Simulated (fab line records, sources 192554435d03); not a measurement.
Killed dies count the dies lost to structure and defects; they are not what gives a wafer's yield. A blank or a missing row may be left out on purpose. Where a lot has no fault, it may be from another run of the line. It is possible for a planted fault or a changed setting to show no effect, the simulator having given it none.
What tool caused it? / flow n5_finfet / 24 lots, 72 wafers sampled, at 2 steps of a route of 1938

WHAT THE GAUGES SHOWED, per wafer
N5_BEOL_M14_INSPECT_55: inspects for defects (darkfield). Usual: raw_defect_count reads 73 (standard deviation 30).
lot=L074; measured=day 12 09:52; on=defect_inspect-01; raw_defect_count=54 68 52; flag=
lot=L075; measured=day 12 12:29; on=defect_inspect-02; raw_defect_count=79 75 65; flag=
lot=L077; measured=day 12 20:05; on=defect_inspect-02; raw_defect_count=63 93 78; flag=
lot=L076; measured=day 12 21:58; on=defect_inspect-02; raw_defect_count=52 48 66; flag=
lot=L079; measured=day 13 10:18; on=defect_inspect-02; raw_defect_count=92 70 112; flag=
lot=L078; measured=day 13 16:05; on=defect_inspect-01; raw_defect_count=44 56 69; flag=
lot=L080; measured=day 13 17:06; on=defect_inspect-01; raw_defect_count=78 78 31; flag=
lot=L081; measured=day 13 22:44; on=defect_inspect-01; raw_defect_count=45 45 67; flag=
lot=L082; measured=day 14 00:59; on=defect_inspect-02; raw_defect_count=71 66 73; flag=
lot=L083; measured=day 14 10:25; on=defect_inspect-02; raw_defect_count=29 65 53; flag=
lot=L084; measured=day 14 10:46; on=defect_inspect-02; raw_defect_count=85 68 83; flag=
lot=L085; measured=day 15 02:22; on=defect_inspect-02; raw_defect_count=41 69 92; flag=
lot=L087; measured=day 15 05:40; on=defect_inspect-02; raw_defect_count=46 74 42; flag=
lot=L088; measured=day 15 08:26; on=defect_inspect-02; raw_defect_count=143 166 164; flag=
lot=L086; measured=day 15 09:22; on=defect_inspect-02; raw_defect_count=128 60 84; flag=
lot=L089; measured=day 15 14:08; on=defect_inspect-02; raw_defect_count=68 53 59; flag=
lot=L091; measured=day 15 21:05; on=defect_inspect-01; raw_defect_count=73 58 54; flag=
lot=L090; measured=day 16 00:37; on=defect_inspect-02; raw_defect_count=74 57 63; flag=
lot=L092; measured=day 16 13:43; on=defect_inspect-01; raw_defect_count=50 51 57; flag=
lot=L093; measured=day 16 15:28; on=defect_inspect-01; raw_defect_count=43 46 61; flag=
lot=L094; measured=day 16 21:16; on=defect_inspect-02; raw_defect_count=53 109 88; flag=
lot=L095; measured=day 17 03:02; on=defect_inspect-01; raw_defect_count=46 59 43; flag=
lot=L097; measured=day 18 00:56; on=defect_inspect-02; raw_defect_count=71 78 64; flag=
lot=L096; measured=day 18 09:48; on=defect_inspect-01; raw_defect_count=93 202 118; flag=

TOOL THAT RAN EACH LOT (tool first, then ch and the chambers of the sampled wafers, then the start)
lot=L074; N5_BEOL_M14_DEP_53=pecvd-02 ch 1,2, day 12 09:46
lot=L075; N5_BEOL_M14_DEP_53=pecvd-04 ch 0,2, day 12 12:24
lot=L077; N5_BEOL_M14_DEP_53=pecvd-04 ch 0,1,2, day 12 19:59
lot=L076; N5_BEOL_M14_DEP_53=pecvd-04 ch 0,1, day 12 21:53
lot=L079; N5_BEOL_M14_DEP_53=pecvd-02 ch 0,1, day 13 10:13
lot=L078; N5_BEOL_M14_DEP_53=pecvd-04 ch 0,2, day 13 15:59
lot=L080; N5_BEOL_M14_DEP_53=pecvd-04 ch 0,1,2, day 13 17:01
lot=L081; N5_BEOL_M14_DEP_53=pecvd-04 ch 0,1, day 13 22:38
lot=L082; N5_BEOL_M14_DEP_53=pecvd-02 ch 1,2, day 14 00:53
lot=L083; N5_BEOL_M14_DEP_53=pecvd-02 ch 1,2, day 14 10:19
lot=L084; N5_BEOL_M14_DEP_53=pecvd-03 ch 0,2, day 14 10:39
lot=L085; N5_BEOL_M14_DEP_53=pecvd-02 ch 0,2, day 15 02:17
lot=L087; N5_BEOL_M14_DEP_53=pecvd-02 ch 0,2, day 15 05:34
lot=L088; N5_BEOL_M14_DEP_53=pecvd-02 ch 0,2, day 15 08:20
lot=L086; N5_BEOL_M14_DEP_53=pecvd-04 ch 1,2, day 15 09:16
lot=L089; N5_BEOL_M14_DEP_53=pecvd-03 ch 0,1,2, day 15 14:02
lot=L091; N5_BEOL_M14_DEP_53=pecvd-02 ch 0,1,2, day 15 20:59
lot=L090; N5_BEOL_M14_DEP_53=pecvd-04 ch 0,2, day 16 00:32
lot=L092; N5_BEOL_M14_DEP_53=pecvd-02 ch 1,2, day 16 13:37
lot=L093; N5_BEOL_M14_DEP_53=pecvd-03 ch 0,2, day 16 15:23
lot=L094; N5_BEOL_M14_DEP_53=pecvd-02 ch 0,1,2, day 16 21:11
lot=L095; N5_BEOL_M14_DEP_53=pecvd-03 ch 1,2, day 17 02:57
lot=L097; N5_BEOL_M14_DEP_53=pecvd-04 ch 0,2, day 18 00:50
lot=L096; N5_BEOL_M14_DEP_53=pecvd-02 ch 0,1,2, day 18 09:43
- N5_BEOL_M14_DEP_53: deposits SiCN from 3MS/NH3, target thk 50 nm, time 17.8 s.

WHAT THE TOOLS THEMSELVES READ (means of the sampled wafers that have a number; where no wafer has one, the mark that the record gives instead)
N5_BEOL_M14_DEP_53. Usual: showerhead_plenum_p_Torr 4.168 Torr, standard deviation 0.027; throttle_valve_pct 17.9 %, standard deviation 0.94.
lot=L074; tool=pecvd-02; showerhead_plenum_p_Torr (Torr)=4.189; throttle_valve_pct (%)=19.1; flag=
lot=L075; tool=pecvd-04; showerhead_plenum_p_Torr (Torr)=4.146; throttle_valve_pct (%)=17.1; flag=
lot=L077; tool=pecvd-04; showerhead_plenum_p_Torr (Torr)=4.155; throttle_valve_pct (%)=17.1; flag=
lot=L076; tool=pecvd-04; showerhead_plenum_p_Torr (Torr)=4.139; throttle_valve_pct (%)=17.0; flag=
lot=L079; tool=pecvd-02; showerhead_plenum_p_Torr (Torr)=4.181; throttle_valve_pct (%)=18.9; flag=
lot=L078; tool=pecvd-04; showerhead_plenum_p_Torr (Torr)=4.138; throttle_valve_pct (%)=17.2; flag=
lot=L080; tool=pecvd-04; showerhead_plenum_p_Torr (Torr)=4.160; throttle_valve_pct (%)=17.2; flag=
lot=L081; tool=pecvd-04; showerhead_plenum_p_Torr (Torr)=4.147; throttle_valve_pct (%)=17.1; flag=
lot=L082; tool=pecvd-02; showerhead_plenum_p_Torr (Torr)=4.188; throttle_valve_pct (%)=18.5; flag=
lot=L083; tool=pecvd-02; showerhead_plenum_p_Torr (Torr)=4.191; throttle_valve_pct (%)=19.0; flag=
lot=L084; tool=pecvd-03; showerhead_plenum_p_Torr (Torr)=4.144; throttle_valve_pct (%)=18.0; flag=
lot=L085; tool=pecvd-02; showerhead_plenum_p_Torr (Torr)=4.174; throttle_valve_pct (%)=18.2; flag=
lot=L087; tool=pecvd-02; showerhead_plenum_p_Torr (Torr)=4.168; throttle_valve_pct (%)=18.1; flag=
lot=L088; tool=pecvd-02; showerhead_plenum_p_Torr (Torr)=4.176; throttle_valve_pct (%)=18.2; flag=
lot=L086; tool=pecvd-04; showerhead_plenum_p_Torr (Torr)=4.173; throttle_valve_pct (%)=17.0; flag=
lot=L089; tool=pecvd-03; showerhead_plenum_p_Torr (Torr)=4.149; throttle_valve_pct (%)=17.9; flag=
lot=L091; tool=pecvd-02; showerhead_plenum_p_Torr (Torr)=4.182; throttle_valve_pct (%)=18.7; flag=
lot=L090; tool=pecvd-04; showerhead_plenum_p_Torr (Torr)=4.157; throttle_valve_pct (%)=17.1; flag=
lot=L092; tool=pecvd-02; showerhead_plenum_p_Torr (Torr)=4.199; throttle_valve_pct (%)=19.1; flag=
lot=L093; tool=pecvd-03; showerhead_plenum_p_Torr (Torr)=4.161; throttle_valve_pct (%)=17.4; flag=
lot=L094; tool=pecvd-02; showerhead_plenum_p_Torr (Torr)=4.182; throttle_valve_pct (%)=18.6; flag=
lot=L095; tool=pecvd-03; showerhead_plenum_p_Torr (Torr)=4.146; throttle_valve_pct (%)=17.9; flag=
lot=L097; tool=pecvd-04; showerhead_plenum_p_Torr (Torr)=4.154; throttle_valve_pct (%)=17.2; flag=
lot=L096; tool=pecvd-02; showerhead_plenum_p_Torr (Torr)=4.181; throttle_valve_pct (%)=17.5; flag=

THE ANSWER, worked out from the rows above alone
Rule: lot off if the mean of its wafers having a number is beyond 3 standard deviations from the usual mean. Also off: a lot with no number at a reading for which 4 or more lots have one. The other lots that the step has rows for count as sound. After the gauges, taken in route order, come the tools' own readings; for these a lot's mean is taken, as printed above. The first step at which some lot is off is used, and at that step the reading that is off furthest; a lot without a number counts as furthest.
Nothing can be told from this: no lot is off at any reading shown.

WHAT THE SIMULATOR PUT IN
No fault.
